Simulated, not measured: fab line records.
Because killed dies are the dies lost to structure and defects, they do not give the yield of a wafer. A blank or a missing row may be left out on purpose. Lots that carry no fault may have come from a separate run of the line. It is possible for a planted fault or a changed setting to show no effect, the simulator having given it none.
fab line records	flow n5-finfet
record: lots: 24	wafers: 72	last-day: 18
route steps=1938 shown HKMG_FIN@441 GATE_CUT@465
lots with no fault: from the same line, run without faults
start-h: hours from the record's first day to the start of the lot's first wafer shown	wait-h: time in hours since the lot's previous step	" same as the row above	L1.1+2: a row that stands for several wafers	- either no value or no given start	* or withheld: withheld	< > ~ a bound
route shown NAME@n: a module of which the file shows steps, and the number in the route of the first	usual: mean and standard deviation over wafers with no fault	same: alike in all rows	chamber/n: place in a boat	sites: each site's reading	_std_site: standard deviation of those values	_edge_site: inner sites' mean taken away from outer sites' mean	radius-mm: for every site, how far away it sits from the centre of the wafer	mask NAME#n: copy n	behind: the tool/chamber that last shaped the wafer	hold: cause of the lot's hold/its duration in hours/its outcome	device: the n, p or np transistor that did not switch	end of line: the tests these same wafers got at the end of their route	step lacking rows: just its recipe	killed: at the first sort, the dies lost to defects and structure; wafer yield is something else	map: shows each die of a wafer: x if killed, . if not, _ if none is there
set.NAME: the setting that was run; set.NAME@STEP: the one run at that earlier step	model.NAME: the simulator's own value behind a step, which no gauge read
route steps across a sampled set of lots; one table per step, one row per wafer
services: a tool's chamber out of use, with start hour (start-h, from the record's first day; less than 0 if before it), hours out, and reason
== steps ==
step: N5_HKMG_FIN_STRIP_19
recipe: chemistry: N2/H2	power-w: 2500	temp-c: 300	h2-frac: 0.65	time-s: 360	pressure-mtorr: withheld	n2-flow-sccm: 1750	h2-flow-sccm: 3250
usual: drypump-motor-current-A: 5.4/0.45	h2-flow-sccm: 3250/9.6	heater-power-w: 480/65	n2-flow-sccm: 1750/5
lot.wafer	tool	chamber	start-h	wait-h	drypump-motor-current-A	h2-flow-sccm	heater-power-w	n2-flow-sccm	rf-hours-counter-h
L074.1	plasma-asher-02	1	80.16	0.0	5.7	3247	578	1756	92
L074.4	"	1	"	"	5.7	3244	568	1753	-
L074.5	"	0	"	"	4.9	3263	423	1744	-
L075.1	plasma-asher-02	0	87.26	0.0	4.8	3245	421	1745	93
L075.2	"	1	"	"	5.7	3257	584	1754	93
L075.6	"	0	"	"	4.8	3249	415	1747	-
L076.1	plasma-asher-02	0	92.57	0.0	4.9	3265	414	1752	95
L076.4	"	0	"	"	4.9	3265	401	1750	-
L076.5	"	1	"	"	5.7	3250	591	1758	-
L077.2	plasma-asher-02	1	93.65	0.0	5.7	3260	575	1755	96
L077.5	"	1	"	"	5.7	3266	580	1745	-
L077.6	"	0	"	"	4.9	3246	415	1752	-
L078.1	plasma-asher-01	1	100.52	0.0	5.3	3265	432	1743	41
L078.3	"	1	"	"	5.2	3251	445	1747	-
L078.4	"	0	"	"	6.1	3260	480	1753	-
L079.2	plasma-asher-01	0	108.17	0.0	6.1	3244	475	1754	42
L079.5	"	1	"	"	5.2	3262	438	1744	-
L079.6	"	0	"	"	6.1	3228	483	1750	-
L080.2	plasma-asher-02	0	113.59	0.0	4.9	3263	406	1753	100
L080.3	"	1	"	"	5.7	3257	566	1756	-
L080.4	"	0	"	"	4.9	3259	425	1750	-
L081.4	plasma-asher-02	0	118.81	0.1	4.8	3244	424	1750	-
L081.5	"	1	"	"	5.7	3248	583	1752	-
L081.6	"	0	"	"	4.8	3252	423	1745	-
L082.2	plasma-asher-02	0	125.56	0.0	4.9	3249	420	1750	102
L082.4	"	0	"	"	4.8	3247	424	1752	-
L082.5	"	0	"	"	4.9	3245	410	1753	-
L083.1	plasma-asher-02	0	129.03	0.0	4.9	3264	424	1749	103
L083.2	"	1	"	"	5.7	3261	572	1747	103
L083.3	"	0	"	"	4.9	3259	409	1752	-
L084.1	plasma-asher-01	1	137.23	0.0	5.2	3239	437	1742	48
L084.2	"	0	"	"	6.0	3239	472	1753	48
L084.6	"	1	"	"	5.2	3240	447	1747	-
L085.1	plasma-asher-01	0	144.66	0.0	6.0	3252	477	1748	49
L085.5	"	1	"	"	5.2	3244	444	1754	-
L085.6	"	0	"	"	6.0	3262	472	1748	-
L086.2	plasma-asher-02	0	149.54	0.0	4.9	3241	419	1754	108
L086.4	"	1	"	"	5.7	3255	596	1746	-
L086.5	"	0	"	"	4.9	3231	411	1758	-
L087.1	plasma-asher-02	0	154.50	0.0	4.9	3240	426	1751	109
L087.3	"	0	"	"	4.9	3245	413	1750	-
L087.4	"	1	"	"	5.7	3261	577	1750	-
L088.3	plasma-asher-02	1	162.30	0.1	5.7	3251	588	1740	-
L088.5	"	0	"	"	4.9	3260	399	1750	-
L088.6	"	1	"	"	5.7	3239	564	1744	-
L089.1	plasma-asher-02	1	167.88	0.0	5.8	3237	569	1761	111
L089.5	"	0	"	"	4.9	3243	414	1752	-
L089.6	"	1	"	"	5.8	3251	573	1758	-
L090.1	plasma-asher-01	0	170.12	0.0	6.0	3242	468	1758	54
L090.4	"	0	"	"	6.0	3249	477	1756	-
L090.6	"	1	"	"	5.2	3251	455	1744	-
L091.2	plasma-asher-01	0	177.51	0.0	6.0	3241	480	1761	56
L091.3	"	1	"	"	5.2	3247	427	1749	-
L091.6	"	0	"	"	6.0	3246	478	1746	-
L092.3	plasma-asher-02	0	184.39	0.1	4.9	3244	423	1742	-
L092.4	"	1	"	"	5.7	3240	577	1743	-
L092.5	"	0	"	"	4.9	3248	429	1741	-
L093.1	plasma-asher-01	0	189.61	0.0	6.1	3266	464	1749	58
L093.3	"	1	"	"	5.2	3247	439	1748	-
L093.6	"	0	"	"	6.0	3264	472	1757	-
L094.1	plasma-asher-01	1	197.07	0.0	5.2	3247	442	1748	60
L094.2	"	0	"	"	6.0	3247	473	1740	60
L094.5	"	0	"	"	6.0	3236	470	1748	-
L095.2	plasma-asher-01	0	201.14	0.0	6.0	3260	466	1753	61
L095.3	"	0	"	"	6.0	3254	483	1757	-
L095.6	"	1	"	"	5.2	3241	444	1747	-
L096.4	plasma-asher-02	1	207.52	0.1	5.7	3244	571	1752	-
L096.5	"	0	"	"	4.9	3253	418	1760	-
L096.6	"	1	"	"	5.7	3257	580	1749	-
L097.1	plasma-asher-01	0	213.14	0.0	6.0	3235	472	1745	63
L097.3	"	0	"	"	6.0	3241	476	1755	-
L097.4	"	1	"	"	5.2	3258	440	1760	-
step: N5_HKMG_FIN_ALD_91
recipe: material: TiN	target-thk-a: 10	temp-c: 400	ald-precursor-family: TiCl4	ald-co-reactant: NH3	pulse-time-s: 1	purge-time-s: 3	co-reactant-purge-time-s: 2	co-reactant-pulse-time-s: 2	ald-cycles: 47	pressure-torr: 3
usual: heater-power-w: 897/88	precursor-pulse-height-rel: 1.000/0.02
same: ald-cycles: 47	pulse-time-s: 1
lot.wafer	tool	chamber	start-h	wait-h	heater-power-w	precursor-pulse-height-rel
L074.1	ald-metal-02	0	80.54	0.3	922	0.997
L074.4	"	2	"	"	807	1.025
L074.5	"	0	"	"	931	1.004
L075.1	ald-metal-04	0	87.65	0.3	941	1.020
L075.2	"	3	"	"	955	1.018
L075.6	"	1	"	"	924	1.029
L076.1	ald-metal-02	0	92.95	0.3	920	0.992
L076.4	"	3	"	"	783	1.002
L076.5	"	1	"	"	818	1.007
L077.2	ald-metal-04	3	94.03	0.3	957	0.985
L077.5	"	0	"	"	945	0.962
L077.6	"	1	"	"	919	0.990
L078.1	ald-metal-04	1	100.90	0.3	897	1.010
L078.3	"	2	"	"	841	1.010
L078.4	"	3	"	"	952	1.017
L079.2	ald-metal-03	2	108.55	0.3	790	0.989
L079.5	"	0	"	"	818	0.987
L079.6	"	1	"	"	990	0.980
L080.2	ald-metal-03	0	113.97	0.3	819	0.967
L080.3	"	1	"	"	993	1.019
L080.4	"	2	"	"	798	0.993
L081.4	ald-metal-03	1	119.08	0.1	988	0.971
L081.5	"	0	"	"	825	0.982
L081.6	"	1	"	"	997	1.022
L082.2	ald-metal-04	2	125.94	0.3	841	0.967
L082.4	"	0	"	"	951	1.044
L082.5	"	0	"	"	945	0.992
L083.1	ald-metal-04	1	129.41	0.3	910	0.995
L083.2	"	0	"	"	936	0.981
L083.3	"	3	"	"	980	0.993
L084.1	ald-metal-04	0	137.61	0.3	929	0.967
L084.2	"	2	"	"	822	1.001
L084.6	"	3	"	"	957	1.001
L085.1	ald-metal-03	3	145.04	0.3	1085	1.005
L085.5	"	1	"	"	1013	0.994
L085.6	"	2	"	"	786	1.001
L086.2	ald-metal-02	2	149.93	0.3	812	1.013
L086.4	"	3	"	"	787	0.981
L086.5	"	2	"	"	815	0.967
L087.1	ald-metal-04	2	154.88	0.3	827	1.022
L087.3	"	1	"	"	865	1.023
L087.4	"	3	"	"	936	0.953
L088.3	ald-metal-03	1	162.56	0.1	1001	0.989
L088.5	"	3	"	"	1079	0.996
L088.6	"	0	"	"	813	1.028
L089.1	ald-metal-02	1	168.27	0.3	817	0.987
L089.5	"	0	"	"	963	0.977
L089.6	"	1	"	"	824	1.011
L090.1	ald-metal-03	2	170.51	0.3	802	0.972
L090.4	"	1	"	"	986	1.025
L090.6	"	0	"	"	821	1.005
L091.2	ald-metal-04	1	177.90	0.3	864	1.031
L091.3	"	2	"	"	823	0.999
L091.6	"	1	"	"	922	0.977
L092.3	ald-metal-02	3	184.65	0.1	785	1.006
L092.4	"	1	"	"	818	1.015
L092.5	"	3	"	"	766	0.967
L093.1	ald-metal-03	0	189.99	0.3	817	0.993
L093.3	"	1	"	"	973	1.021
L093.6	"	3	"	"	1075	1.005
L094.1	ald-metal-04	1	197.46	0.3	909	1.011
L094.2	"	0	"	"	944	0.997
L094.5	"	3	"	"	971	1.028
L095.2	ald-metal-02	1	201.53	0.3	826	0.993
L095.3	"	2	"	"	787	1.008
L095.6	"	0	"	"	956	0.985
L096.4	ald-metal-04	3	207.78	0.1	956	1.031
L096.5	"	2	"	"	821	1.025
L096.6	"	3	"	"	980	1.001
L097.1	ald-metal-03	0	213.52	0.3	791	0.989
L097.3	"	2	"	"	797	0.990
L097.4	"	3	"	"	1055	1.025
step: N5_HKMG_FIN_W_FILL_22
recipe: material: W	target-thk-a: 600	temp-c: 400	pressure-torr: 39.4	time-s: 18.2
usual: heater-power-w: 956/44	throttle-valve-pct: 19.9/0.32
lot.wafer	tool	chamber	start-h	wait-h	heater-power-w	throttle-valve-pct
L074.1	cvd-w-02	1	83.12	0.0	860	19.8
L074.4	"	0	"	"	901	19.2
L074.5	"	1	"	"	885	19.5
L075.1	cvd-w-01	1	90.39	0.0	980	19.9
L075.2	"	0	"	"	969	20.0
L075.6	"	1	"	"	1014	19.8
L076.1	cvd-w-01	0	95.63	0.0	953	19.7
L076.4	"	1	"	"	1013	19.8
L076.5	"	0	"	"	940	19.9
L077.2	cvd-w-02	1	96.61	0.0	859	19.5
L077.5	"	0	"	"	876	19.2
L077.6	"	1	"	"	881	19.7
L078.1	cvd-w-01	0	103.50	0.0	944	20.0
L078.3	"	0	"	"	980	19.9
L078.4	"	1	"	"	956	19.7
L079.2	cvd-w-01	0	111.20	0.0	958	19.9
L079.5	"	1	"	"	983	19.8
L079.6	"	0	"	"	945	19.8
L080.2	cvd-w-01	0	116.67	0.0	944	19.9
L080.3	"	1	"	"	988	20.0
L080.4	"	0	"	"	941	19.9
L081.4	cvd-w-01	0	121.83	0.0	949	20.0
L081.5	"	0	"	"	976	20.1
L081.6	"	1	"	"	1014	20.2
L082.2	cvd-w-01	0	128.52	0.0	946	20.2
L082.4	"	0	"	"	949	19.9
L082.5	"	0	"	"	995	20.3
L083.1	cvd-w-01	0	131.99	0.0	953	20.0
L083.2	"	1	"	"	986	19.7
L083.3	"	1	"	"	977	20.2
L084.1	cvd-w-01	0	140.33	0.0	934	19.9
L084.2	"	1	"	"	976	20.0
L084.6	"	0	"	"	961	20.0
L085.1	cvd-w-01	1	147.77	0.0	1000	19.8
L085.5	"	0	"	"	947	19.9
L085.6	"	1	"	"	997	20.2
L086.2	cvd-w-01	1	152.59	0.0	1007	19.9
L086.4	"	0	"	"	982	20.2
L086.5	"	1	"	"	1002	19.7
L087.1	cvd-w-01	0	157.53	0.0	961	20.1
L087.3	"	1	"	"	996	19.8
L087.4	"	0	"	"	934	20.2
L088.3	cvd-w-01	1	165.59	0.0	1010	19.7
L088.5	"	1	"	"	1031	20.1
L088.6	"	0	"	"	957	20.2
L089.1	cvd-w-01	1	171.06	0.0	998	19.9
L089.5	"	1	"	"	993	20.0
L089.6	"	0	"	"	976	19.9
L090.1	cvd-w-01	0	173.25	0.0	970	20.2
L090.4	"	1	"	"	967	20.1
L090.6	"	0	"	"	961	20.2
L091.2	cvd-w-01	1	180.51	0.0	1022	19.9
L091.3	"	1	"	"	996	20.0
L091.6	"	0	"	"	974	19.8
L092.3	cvd-w-02	0	187.24	0.0	899	19.0
L092.4	"	1	"	"	861	19.8
L092.5	"	1	"	"	870	19.5
L093.1	cvd-w-02	1	192.57	0.0	886	19.5
L093.3	"	1	"	"	875	19.8
L093.6	"	1	"	"	881	19.6
L094.1	cvd-w-01	0	200.19	0.0	941	20.2
L094.2	"	1	"	"	1010	20.5
L094.5	"	0	"	"	945	20.1
L095.2	cvd-w-01	0	204.11	0.0	971	20.1
L095.3	"	0	"	"	937	20.0
L095.6	"	1	"	"	986	20.3
L096.4	cvd-w-01	0	210.37	0.0	970	20.4
L096.5	"	0	"	"	951	20.0
L096.6	"	1	"	"	1013	20.0
L097.1	cvd-w-02	0	216.12	0.0	891	19.4
L097.3	"	0	"	"	920	19.3
L097.4	"	1	"	"	874	19.6
step: N5_GATE_CUT_ETCHBACK_00
recipe: chemistry: SF6/Cl2	target: W	pressure-mtorr: 8	icp-w: 900	bias-w: 80	SF6_flow_sccm: 40	Cl2_flow_sccm: 60
usual: chamber-pressure-mTorr: 8.000/0.0071	drypump-motor-current-A: 5.87/0.25	oes-product-au: 0.84/0.094	throttle-valve-pct: 27.48/0.11
lot.wafer	tool	chamber	start-h	wait-h	chamber-pressure-mTorr	drypump-motor-current-A	oes-product-au	rf-hours-counter-h	throttle-valve-pct
L074.1	rie-metal-02	1	84.09	0.0	7.993	5.52	0.88	8	27.39
L074.4	"	0	"	"	7.999	6.02	0.95	-	27.52
L074.5	"	1	"	"	8.004	5.51	0.89	-	27.41
L075.1	rie-metal-03	0	91.25	0.0	7.999	6.05	0.89	5	27.67
L075.2	"	1	"	"	8.001	5.82	0.95	1	27.30
L075.6	"	0	"	"	8.002	6.09	0.91	-	27.69
L076.1	rie-metal-01	1	96.48	0.0	7.994	5.90	0.67	101	27.50
L076.4	"	1	"	"	8.001	5.90	0.66	-	27.51
L076.5	"	1	"	"	7.999	5.89	0.67	-	27.52
L077.2	rie-metal-02	0	97.46	0.0	8.004	5.99	0.93	5	27.51
L077.5	"	1	"	"	7.997	5.52	0.88	-	27.41
L077.6	"	0	"	"	7.996	6.01	0.94	-	27.53
L078.1	rie-metal-02	0	104.35	0.0	7.989	5.99	0.93	6	27.52
L078.3	"	1	"	"	8.009	5.49	0.87	-	27.42
L078.4	"	0	"	"	8.006	6.02	0.92	-	27.53
L079.2	rie-metal-02	1	112.05	0.0	7.997	5.49	0.88	11	27.41
L079.5	"	1	"	"	8.001	5.51	0.87	-	27.40
L079.6	"	0	"	"	7.998	5.98	0.92	-	27.52
L080.2	rie-metal-02	1	117.53	0.0	7.999	5.52	0.88	11	27.43
L080.3	"	0	"	"	8.005	5.98	0.93	-	27.53
L080.4	"	1	"	"	8.000	5.49	0.87	-	27.41
L081.4	rie-metal-03	1	122.72	0.1	8.011	5.82	0.92	-	27.32
L081.5	"	0	"	"	8.000	6.08	0.88	-	27.69
L081.6	"	1	"	"	8.007	5.80	0.92	-	27.30
L082.2	rie-metal-02	1	129.38	0.0	7.996	5.50	0.86	13	27.42
L082.4	"	1	"	"	8.009	5.51	0.87	-	27.40
L082.5	"	0	"	"	7.992	6.00	0.92	-	27.53
L083.1	rie-metal-01	1	132.84	0.0	7.992	5.89	0.65	105	27.50
L083.2	"	0	"	"	7.992	6.26	0.68	83	27.46
L083.3	"	0	"	"	8.003	6.29	0.68	-	27.46
L084.1	rie-metal-02	0	141.19	0.0	7.992	6.01	0.90	9	27.53
L084.2	"	1	"	"	8.005	5.50	0.86	14	27.42
L084.6	"	0	"	"	8.009	6.01	0.91	-	27.53
L085.1	rie-metal-01	1	148.62	0.0	7.997	5.86	0.65	107	27.52
L085.5	"	0	"	"	7.997	6.28	0.68	-	27.46
L085.6	"	1	"	"	7.990	5.88	0.65	-	27.51
L086.2	rie-metal-03	1	153.44	0.0	8.001	5.81	0.90	6	27.32
L086.4	"	0	"	"	8.002	6.10	0.88	-	27.69
L086.5	"	1	"	"	7.992	5.82	0.90	-	27.31
L087.1	rie-metal-02	1	158.39	0.0	8.002	5.49	0.85	15	27.41
L087.3	"	0	"	"	7.997	6.00	0.90	-	27.52
L087.4	"	1	"	"	7.989	5.49	0.85	-	27.41
L088.3	rie-metal-03	1	166.52	0.1	7.997	5.82	0.89	-	27.31
L088.5	"	1	"	"	8.005	5.81	0.89	-	27.32
L088.6	"	1	"	"	8.000	5.82	0.89	-	27.32
L089.1	rie-metal-03	0	171.91	0.0	8.007	6.05	0.86	11	27.69
L089.5	"	1	"	"	8.001	5.82	0.89	-	27.31
L089.6	"	0	"	"	8.002	6.07	0.86	-	27.71
L090.1	rie-metal-03	0	174.11	0.0	8.005	6.07	0.87	11	27.71
L090.4	"	0	"	"	8.010	6.02	0.87	-	27.70
L090.6	"	1	"	"	8.006	5.80	0.90	-	27.31
L091.2	rie-metal-03	1	181.36	0.0	7.991	5.84	0.89	10	27.31
L091.3	"	0	"	"	8.009	6.06	0.86	-	27.70
L091.6	"	1	"	"	7.999	5.83	0.88	-	27.33
L092.3	rie-metal-02	1	188.12	0.1	8.002	5.51	0.85	-	27.40
L092.4	"	0	"	"	7.993	6.03	0.87	-	27.54
L092.5	"	0	"	"	7.994	6.03	0.88	-	27.55
L093.1	rie-metal-02	0	193.43	0.0	7.997	5.97	0.87	15	27.55
L093.3	"	1	"	"	7.993	5.52	0.84	-	27.42
L093.6	"	1	"	"	7.996	5.51	0.82	-	27.44
L094.1	rie-metal-02	0	201.05	0.0	7.998	6.01	0.88	15	27.54
L094.2	"	1	"	"	8.004	5.50	0.83	19	27.43
L094.5	"	1	"	"	7.997	5.52	0.83	-	27.43
L095.2	rie-metal-01	1	204.98	0.0	7.995	5.87	0.64	110	27.52
L095.3	"	1	"	"	7.999	5.85	0.64	-	27.52
L095.6	"	1	"	"	7.994	5.87	0.65	-	27.53
L096.4	rie-metal-01	1	211.25	0.1	8.005	5.87	0.65	-	27.51
L096.5	"	1	"	"	8.007	5.88	0.65	-	27.52
L096.6	"	0	"	"	8.002	6.32	0.67	-	27.48
L097.1	rie-metal-02	0	216.97	0.0	8.005	6.01	0.87	16	27.56
L097.3	"	1	"	"	8.016	5.51	0.82	-	27.43
L097.4	"	0	"	"	7.989	5.99	0.87	-	27.55
step: N5_GATE_CUT_HM_DEP_46
recipe: material: SiO2	target-thk-a: 1300	temp-c: 400	precursor: TEOS/O2	pressure-torr: 6.5	rf-w: 900	teos-flow-sccm: 161.4	gas: O2	flow-sccm: 2650	time-s: 26.6
usual: heater-power-w: 556/86	showerhead-plenum-p-Torr: 8.342/0.02	throttle-valve-pct: 18.7/0.71
lot.wafer	tool	chamber	start-h	wait-h	heater-power-w	showerhead-plenum-p-Torr	throttle-valve-pct
L074.1	pecvd-03	2	88.70	0.0	598	8.348	18.7
L074.4	"	1	"	"	420	8.325	19.2
L074.5	"	2	"	"	616	8.366	18.5
L075.1	pecvd-03	0	94.58	0.0	669	8.338	17.9
L075.2	"	2	"	"	618	8.357	18.5
L075.6	"	2	"	"	481	8.341	18.7
L076.1	pecvd-02	0	99.69	0.0	643	8.359	19.7
L076.4	"	0	"	"	622	8.351	19.7
L076.5	"	2	"	"	581	8.333	17.2
L077.2	pecvd-03	2	101.09	0.0	586	8.339	19.0
L077.5	"	1	"	"	431	8.311	19.3
L077.6	"	0	"	"	651	8.346	18.0
L078.1	pecvd-03	0	107.60	0.0	702	8.383	18.2
L078.3	"	1	"	"	366	8.341	19.3
L078.4	"	1	"	"	370	8.318	19.4
L079.2	pecvd-03	0	115.48	0.0	595	8.348	17.8
L079.5	"	0	"	"	595	8.362	17.9
L079.6	"	1	"	"	464	8.314	19.2
L080.2	pecvd-03	0	121.08	0.0	625	8.347	17.8
L080.3	"	1	"	"	476	8.356	19.4
L080.4	"	2	"	"	561	8.354	18.9
L081.4	pecvd-02	2	125.91	0.1	531	8.310	17.3
L081.5	"	0	"	"	570	8.367	19.6
L081.6	"	1	"	"	578	8.333	19.2
L082.2	pecvd-04	1	132.81	0.0	428	8.335	18.9
L082.4	"	0	"	"	564	8.323	18.8
L082.5	"	2	"	"	526	8.351	17.8
L083.1	pecvd-03	1	136.15	0.0	468	8.328	19.4
L083.2	"	0	"	"	636	8.344	18.2
L083.3	"	2	"	"	616	8.377	18.4
L084.1	pecvd-02	2	144.44	0.0	503	8.312	17.2
L084.2	"	0	"	"	705	8.372	19.9
L084.6	"	1	"	"	574	8.348	19.1
L085.1	pecvd-03	0	151.86	0.0	648	8.362	18.0
L085.5	"	2	"	"	609	8.345	18.7
L085.6	"	1	"	"	446	8.322	19.1
L086.2	pecvd-02	1	156.65	0.0	567	8.347	19.1
L086.4	"	0	"	"	626	8.354	19.6
L086.5	"	2	"	"	444	8.317	17.7
L087.1	pecvd-02	2	161.59	0.0	585	8.324	17.5
L087.3	"	0	"	"	683	8.355	19.7
L087.4	"	1	"	"	586	8.335	19.3
L088.3	pecvd-03	0	170.06	0.0	720	8.340	18.3
L088.5	"	1	"	"	453	8.308	19.1
L088.6	"	2	"	"	556	8.372	18.5
L089.1	pecvd-03	2	175.16	0.0	577	8.369	18.5
L089.5	"	1	"	"	447	8.325	19.4
L089.6	"	0	"	"	663	8.367	18.6
L090.1	pecvd-03	1	177.32	0.0	442	8.318	19.4
L090.4	"	2	"	"	546	8.361	18.4
L090.6	"	1	"	"	446	8.348	19.8
L091.2	pecvd-02	1	184.73	0.0	524	8.332	19.3
L091.3	"	2	"	"	572	8.312	17.3
L091.6	"	0	"	"	544	8.350	19.8
L092.3	pecvd-04	0	191.29	0.0	529	8.314	19.0
L092.4	"	2	"	"	473	8.335	18.1
L092.5	"	1	"	"	447	8.342	18.3
L093.1	pecvd-03	2	196.63	0.0	521	8.367	18.4
L093.3	"	0	"	"	685	8.364	18.1
L093.6	"	1	"	"	346	8.341	19.0
L094.1	pecvd-03	1	204.27	0.0	392	8.366	19.5
L094.2	"	0	"	"	635	8.341	18.3
L094.5	"	2	"	"	608	8.352	18.9
L095.2	pecvd-02	2	208.19	0.0	503	8.308	17.5
L095.3	"	0	"	"	663	8.353	19.6
L095.6	"	2	"	"	512	8.311	17.4
L096.4	pecvd-04	1	214.44	0.1	533	8.350	18.7
L096.5	"	2	"	"	506	8.336	17.9
L096.6	"	0	"	"	617	8.326	19.0
L097.1	pecvd-02	2	220.19	0.0	585	8.308	17.8
L097.3	"	1	"	"	550	8.321	19.2
L097.4	"	1	"	"	541	8.325	19.2
step: N5_GATE_CUT_OVL_MEAS_14
recipe: points-per-wafer: 522
usual: GATE_CUT_OVL: -0.5/0.59
lot.wafer	tool	chamber	start-h	wait-h	GATE_CUT_OVL[nm]
L074.1	overlay-02	0	89.07	0.0	-0.7
L074.4	"	0	"	"	-1.2
L074.5	"	0	"	"	-0.3
L075.1	overlay-02	0	95.07	0.0	-0.6
L075.2	"	0	"	"	-0.2
L075.6	"	0	"	"	-1.8
L076.1	overlay-01	0	100.18	0.0	-0.4
L076.4	"	0	"	"	-0.8
L076.5	"	0	"	"	-0.2
L077.2	overlay-01	0	101.59	0.0	-0.7
L077.5	"	0	"	"	-0.6
L077.6	"	0	"	"	-1.3
L078.1	overlay-02	0	107.96	0.0	0.0
L078.3	"	0	"	"	-0.8
L078.4	"	0	"	"	0.0
L079.2	overlay-02	0	115.85	0.0	-0.3
L079.5	"	0	"	"	0.3
L079.6	"	0	"	"	0.4
L080.2	overlay-01	0	121.58	0.0	-0.4
L080.3	"	0	"	"	-0.6
L080.4	"	0	"	"	0.1
L081.4	overlay-02	0	126.27	0.0	-0.2
L081.5	"	0	"	"	0.2
L081.6	"	0	"	"	-0.1
L082.2	overlay-02	0	133.18	0.0	-0.6
L082.4	"	0	"	"	-0.6
L082.5	"	0	"	"	-0.8
L083.1	overlay-01	0	136.52	0.0	-0.1
L083.2	"	0	"	"	-0.4
L083.3	"	0	"	"	0.3
L084.1	overlay-01	0	144.93	0.0	-0.7
L084.2	"	0	"	"	-0.8
L084.6	"	0	"	"	-1.2
L085.1	overlay-01	0	152.35	0.0	-0.7
L085.5	"	0	"	"	-0.9
L085.6	"	0	"	"	-1.2
L086.2	overlay-01	0	157.16	0.0	-0.1
L086.4	"	0	"	"	-0.9
L086.5	"	0	"	"	-0.9
L087.1	overlay-02	0	162.08	0.0	-0.2
L087.3	"	0	"	"	0.0
L087.4	"	0	"	"	0.4
L088.3	overlay-02	0	170.56	0.0	-0.2
L088.5	"	0	"	"	-0.7
L088.6	"	0	"	"	-0.5
L089.1	overlay-02	0	175.53	0.0	-1.5
L089.5	"	0	"	"	-1.8
L089.6	"	0	"	"	-0.6
L090.1	overlay-01	0	177.81	0.0	-0.7
L090.4	"	0	"	"	-0.8
L090.6	"	0	"	"	-0.2
L091.2	overlay-01	0	185.10	0.0	-1.0
L091.3	"	0	"	"	0.2
L091.6	"	0	"	"	0.4
L092.3	overlay-02	0	191.67	0.0	-0.5
L092.4	"	0	"	"	-0.8
L092.5	"	0	"	"	-1.2
L093.1	overlay-01	0	197.13	0.0	-1.2
L093.3	"	0	"	"	-1.0
L093.6	"	0	"	"	-0.8
L094.1	overlay-01	0	204.63	0.0	-1.6
L094.2	"	0	"	"	-1.8
L094.5	"	0	"	"	-1.4
L095.2	overlay-01	0	208.56	0.0	-0.4
L095.3	"	0	"	"	0.4
L095.6	"	0	"	"	-0.1
L096.4	overlay-01	0	214.80	0.0	-1.4
L096.5	"	0	"	"	-0.6
L096.6	"	0	"	"	-0.1
L097.1	overlay-01	0	220.68	0.0	-0.2
L097.3	"	0	"	"	-0.3
L097.4	"	0	"	"	-0.7
== services ==
tool	chamber	start-h	hours	kind
ald-metal-02	-	68.86	1.2	repair
ald-metal-03	-	79.74	14.6	pm
cvd-w-02	-	87.46	8.9	repair
ald-metal-02	-	87.82	2.8	pm
pecvd-03	2	88.81	5.5	scheduled-down
pecvd-02	1	102.47	2.1	scheduled-down
rie-metal-01	0	103.44	5.2	repair
cvd-w-01	-	133.98	0.6	repair
rie-metal-03	0	140.63	1.0	repair
pecvd-02	1	146.80	5.9	repair
pecvd-03	0	152.33	2.1	scheduled-down
rie-metal-03	0	163.16	7.5	repair
ald-metal-02	2	168.57	21.0	repair
rie-metal-01	-	177.88	1.4	pm
pecvd-04	2	179.26	5.5	scheduled-down
== key ==
fault none
